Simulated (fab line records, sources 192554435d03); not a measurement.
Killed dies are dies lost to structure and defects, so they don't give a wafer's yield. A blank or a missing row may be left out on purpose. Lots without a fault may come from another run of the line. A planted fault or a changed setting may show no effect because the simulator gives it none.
Which tool did it? | flow n5_finfet | 11 lots, 30 wafers sampled, at 1 step of a route of 1938

WHAT THE GAUGES READ, wafer by wafer
N5_SD_EPI_N_OVL_MEAS_10.
lot  | measured    | on         | SD_N_BLK_OVL (nm)
L396 | day 3 00:31 | overlay-01 | 0.3 -0.6
L397 | day 3 07:50 | overlay-01 | 0.1 0.8 -0.1
L399 | day 3 18:57 | overlay-02 | 0.1 1.5 0.4
L401 | day 4 08:04 | overlay-02 | 0.0 0.4
L404 | day 5 00:13 | overlay-02 | -1.4 -1.2
L405 | day 5 08:02 | overlay-02 | -0.6 0.3 -0.2
L407 | day 5 22:16 | overlay-01 | 0.8 -0.5 0.9
L411 | day 6 19:32 | overlay-02 | 1.2 1.4 2.2
L412 | day 7 01:47 | overlay-02 | -0.4 0.7 -0.8
L414 | day 7 13:56 | overlay-01 | 0.1 -0.4 -0.3
L417 | day 8 10:57 | overlay-02 | -0.5 0.2 0.5

WHICH TOOL RAN EACH LOT (tool, then ch and the chambers of the sampled wafers, then the start)
The record holds no process step before these readings.

THE ANSWER, worked out from the rows above alone
Rule: what is usual is taken from the lots themselves. Put in order of their means at a reading, lots are off if they are a third of the lots or fewer, leave a main group of 4 or more, and stand apart from it by a gap of 3 or more times the standard deviation of the main group's means; of several such gaps the widest counts. A main group whose means are all the same, to the digits that the tables above print for the reading, isn't used. A lot without any number at a reading at which 4 lots or more have one is off too. The other lots that the step has rows for count as sound.
No lot is off at any reading shown: from this, nothing can be told.

WHAT THE SIMULATOR HAD PUT IN
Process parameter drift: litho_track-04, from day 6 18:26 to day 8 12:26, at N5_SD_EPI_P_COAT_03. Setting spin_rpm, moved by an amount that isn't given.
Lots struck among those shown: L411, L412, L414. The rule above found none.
